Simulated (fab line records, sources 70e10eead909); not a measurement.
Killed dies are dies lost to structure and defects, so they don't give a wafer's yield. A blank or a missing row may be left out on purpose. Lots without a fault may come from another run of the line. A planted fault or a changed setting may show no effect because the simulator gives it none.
Which tool did it? | flow nand_harc | 13 lots, 37 wafers sampled, at 5 steps of a route of 1302

WHAT THE GAUGES READ, wafer by wafer
NHARC_P_STI_OVL_MEAS_10. Usual: overlay_x_nm -2 nm, standard deviation 7.5; overlay_y_nm 2 nm, standard deviation 5.4.
lot  | measured     | on         | overlay_x_nm (nm) | overlay_y_nm (nm) | flag
L970 | day 3 06:18  | overlay-02 | 1 1 0             | 3 3 3             |
L971 | day 3 16:10  | overlay-02 | -5 -4 -4          | 4 4 4             |
L973 | day 4 11:20  | overlay-01 | 5 5 5             | 0 0 0             |
L975 | day 5 07:32  | overlay-01 | -5 -5 -5          | -4 -4 -5          |
L976 | day 5 16:03  | overlay-01 | 12 11             | 3 2               |
L978 | day 6 11:33  | overlay-02 | -6 -7             | 7 8               |
L984 | day 9 01:28  | overlay-02 | -11 -12 -12       | -5 -5 -4          |
L987 | day 10 06:42 | overlay-01 | -3 -3 -2          | 6 5 6             |
L988 | day 10 20:32 | overlay-01 | -11 -10 -10       | -6 -6 -6          |
L989 | day 11 06:59 | overlay-01 | -3 -3 -2          | -1 -1 -1          |
L990 | day 11 17:52 | overlay-01 | 0 0 -1            | 5 5 5             |
L991 | day 11 22:31 | overlay-01 | -13 -13 -13       | 12 12 12          |
L992 | day 12 08:16 | overlay-01 | -12 -12 -12       | 4 4 4             |

NHARC_END_SORT_01. Usual: killed_at_array 59, standard deviation 20; killed_at_other 0.8, standard deviation 1.2; killed_at_periphery 3.5, standard deviation 2.2; killed_dies 63, standard deviation 20; killed_open 3.3, standard deviation 1.8; killed_short 2.6, standard deviation 1.7.
lot  | measured     | on        | killed_at_array | killed_at_other | killed_at_periphery | killed_dies | killed_open | killed_short | flag
L987 | day 31 16:10 | prober-01 | 91 82 87        | 0 0 0           | 6 5 8               | 97 87 95    | 4 2 5       | 5 3 3        |

WHICH TOOL RAN EACH LOT (tool, then ch and the chambers of the sampled wafers, then the start)
lot  | NHARC_P_ZERO_WELL_SOFTBAKE_06     | NHARC_P_ZERO_WELL_DESCUM_13        | NHARC_P_STI_ETCH_42
L970 | litho_track-03 ch 0, day 2 06:00  | rie_diel-05 ch 1,2,3, day 2 07:25  | rie_diel-06 ch 0,1,2, day 3 06:34
L971 | litho_track-03 ch 0, day 2 16:00  | rie_diel-05 ch 1,2, day 2 17:24    | rie_diel-06 ch 1,2, day 3 16:26
L973 | litho_track-05 ch 0, day 3 12:00  | rie_diel-08 ch 1,2,3, day 3 13:26  | rie_diel-06 ch 0,1,3, day 4 11:35
L975 | litho_track-05 ch 0, day 4 08:00  | rie_diel-08 ch 0,1,2, day 4 09:25  | rie_diel-01 ch 1,2,3, day 5 07:48
L976 | litho_track-05 ch 0, day 4 18:00  | rie_diel-05 ch 0, day 4 19:17      | rie_diel-11 ch 0,2, day 5 16:20
L978 | litho_track-05 ch 0, day 5 14:00  | rie_diel-05 ch 3, day 5 15:17      | rie_diel-01 ch 1, day 6 11:49
L984 | litho_track-03 ch 0, day 8 02:00  | rie_diel-05 ch 0,3, day 8 03:24    | rie_diel-06 ch 0,3, day 9 01:44
L987 | litho_track-05 ch 0, day 9 08:00  | rie_diel-09 ch 0,1,2, day 9 09:24  | rie_diel-06 ch 1,2, day 10 06:58
L988 | litho_track-07 ch 0, day 9 18:00  | rie_diel-08 ch 0,2,3, day 9 19:25  | rie_diel-01 ch 0,3, day 10 20:47
L989 | litho_track-07 ch 0, day 10 04:00 | rie_diel-05 ch 0,1,2, day 10 05:31 | rie_diel-06 ch 0,3, day 11 07:14
L990 | litho_track-05 ch 0, day 10 14:00 | rie_diel-08 ch 1,3, day 10 17:59   | rie_diel-06 ch 0,2,3, day 11 18:08
L991 | litho_track-07 ch 0, day 11 00:00 | rie_diel-05 ch 0,1, day 11 01:18   | rie_diel-06 ch 1,2, day 11 22:52
L992 | litho_track-07 ch 0, day 11 10:00 | rie_diel-08 ch 2,3, day 11 11:41   | rie_diel-06 ch 0,1, day 12 08:31
- NHARC_P_ZERO_WELL_SOFTBAKE_06: time 70 s.
- NHARC_P_ZERO_WELL_DESCUM_13: chemistry O2, time 3 s.
- NHARC_P_STI_ETCH_42: etches the open film in N2/H2, target depth 80 nm, overetch 24 nm, time 61 s.

WHAT THE TOOLS THEMSELVES READ (means of the sampled wafers that have a number; where no wafer has one, the mark that the record gives instead)
NHARC_P_ZERO_WELL_SOFTBAKE_06. Usual: heater_power_total_W 201.0 W, standard deviation 1.3; plate_temp_C 125.03 C, standard deviation 0.14.
lot  | tool           | heater_power_total_W (W) | plate_temp_C (C) | flag
L970 | litho_track-03 | 201.2                    | 124.76           |
L971 | litho_track-03 | 202.6                    | 125.10           |
L973 | litho_track-05 | 200.2                    | 124.88           |
L975 | litho_track-05 | 201.1                    | 125.07           |
L976 | litho_track-05 | 212.9                    | 125.08           | OFF
L978 | litho_track-05 | 212.9                    | 124.81           | OFF
L984 | litho_track-03 | 200.6                    | 125.00           |
L987 | litho_track-05 | 200.2                    | 124.95           |
L988 | litho_track-07 | 201.5                    | 124.93           |
L989 | litho_track-07 | 201.6                    | 125.02           |
L990 | litho_track-05 | 199.7                    | 125.16           |
L991 | litho_track-07 | 201.4                    | 125.06           |
L992 | litho_track-07 | 200.3                    | 125.23           |

NHARC_P_ZERO_WELL_DESCUM_13. Usual: drypump_motor_current_A 6.15 A, standard deviation 0.22; oes_product_au 0.999 a.u., standard deviation 0.0099; rf_vpp_V 57.5 V, standard deviation 0.85; showerhead_plenum_p_Torr 1.87 Torr, standard deviation 0.07; throttle_valve_pct 11.312 %, standard deviation 0.0094.
lot  | tool        | drypump_motor_current_A (A) | oes_product_au (a.u.) | rf_vpp_V (V) | showerhead_plenum_p_Torr (Torr) | throttle_valve_pct (%) | flag
L970 | rie_diel-05 | 6.18                        | 0.994                 | 57.0         | 1.85                            | 11.319                 |
L971 | rie_diel-05 | 6.10                        | 0.998                 | 56.3         | 1.87                            | 11.308                 |
L973 | rie_diel-08 | 6.18                        | 0.994                 | 57.4         | 1.82                            | 11.313                 |
L975 | rie_diel-08 | 6.24                        | 1.001                 | 56.9         | 1.84                            | 11.316                 |
L976 | rie_diel-05 | 5.81                        | 0.998                 | 57.5         | 1.91                            | 11.311                 |
L978 | rie_diel-05 | 6.39                        | 1.018                 | 57.0         | 1.80                            | 11.328                 |
L984 | rie_diel-05 | 6.01                        | 0.995                 | 57.3         | 1.86                            | 11.316                 |
L987 | rie_diel-09 | 6.08                        | 0.996                 | 58.0         | 1.91                            | 11.314                 |
L988 | rie_diel-08 | 6.35                        | 1.011                 | 56.6         | 1.87                            | 11.309                 |
L989 | rie_diel-05 | 6.00                        | 0.997                 | 57.3         | 1.87                            | 11.307                 |
L990 | rie_diel-08 | 6.18                        | 1.004                 | 57.9         | 1.93                            | 11.310                 |
L991 | rie_diel-05 | 6.00                        | 0.997                 | 57.8         | 1.89                            | 11.318                 |
L992 | rie_diel-08 | 6.30                        | 1.004                 | 57.5         | 1.80                            | 11.316                 |

NHARC_P_STI_ETCH_42. Usual: drypump_motor_current_A 5.60 A, standard deviation 0.23; oes_product_au 1.003 a.u., standard deviation 0.0098; rf_vpp_V 431.1 V, standard deviation 2.2; showerhead_plenum_p_Torr 2.06 Torr, standard deviation 0.074; throttle_valve_pct 14.172 %, standard deviation 0.0094.
lot  | tool        | drypump_motor_current_A (A) | oes_product_au (a.u.) | rf_vpp_V (V) | showerhead_plenum_p_Torr (Torr) | throttle_valve_pct (%) | flag
L970 | rie_diel-06 | 5.72                        | 1.018                 | 430.9        | 2.08                            | 14.177                 |
L971 | rie_diel-06 | 5.82                        | 1.016                 | 433.9        | 2.15                            | 14.163                 |
L973 | rie_diel-06 | 5.57                        | 0.999                 | 429.9        | 2.05                            | 14.180                 |
L975 | rie_diel-01 | 5.53                        | 1.001                 | 429.8        | 2.02                            | 14.173                 |
L976 | rie_diel-11 | 5.40                        | 1.008                 | 430.4        | 2.03                            | 14.179                 |
L978 | rie_diel-01 | 5.22                        | 0.998                 | 428.9        | 2.01                            | 14.165                 |
L984 | rie_diel-06 | 5.49                        | 0.997                 | 428.8        | 1.98                            | 14.166                 |
L987 | rie_diel-06 | 5.81                        | 1.007                 | 433.4        | 2.15                            | 14.172                 |
L988 | rie_diel-01 | 5.87                        | 0.996                 | 430.9        | 2.04                            | 14.173                 |
L989 | rie_diel-06 | 5.45                        | 1.010                 | 429.5        | 1.99                            | 14.172                 |
L990 | rie_diel-06 | 5.58                        | 1.001                 | 430.3        | 2.02                            | 14.172                 |
L991 | rie_diel-06 | 5.80                        | 1.007                 | 432.5        | 2.12                            | 14.167                 |
L992 | rie_diel-06 | 5.62                        | 1.000                 | 430.5        | 2.03                            | 14.171                 |

THE ANSWER, worked out from the rows above alone
Rule: a lot is off if the mean of its wafers that have a number lies more than 3 standard deviations from the usual mean. A lot without any number at a reading at which 4 lots or more have one is off too. The other lots that the step has rows for count as sound. The gauges are gone through in route order, then the tools' own readings, and for those a lot's mean is taken as printed above. The first step at which some lot is off is used, and at that step the reading that is off furthest; a lot without a number counts as furthest.
Off: L976, L978, at NHARC_P_ZERO_WELL_SOFTBAKE_06 (heater_power_total_W).
A tool fits if, at that step or a process step before it, it ran every lot that is off, and no sound lot after the first of them. None of those tried fits.

WHAT THE SIMULATOR HAD PUT IN
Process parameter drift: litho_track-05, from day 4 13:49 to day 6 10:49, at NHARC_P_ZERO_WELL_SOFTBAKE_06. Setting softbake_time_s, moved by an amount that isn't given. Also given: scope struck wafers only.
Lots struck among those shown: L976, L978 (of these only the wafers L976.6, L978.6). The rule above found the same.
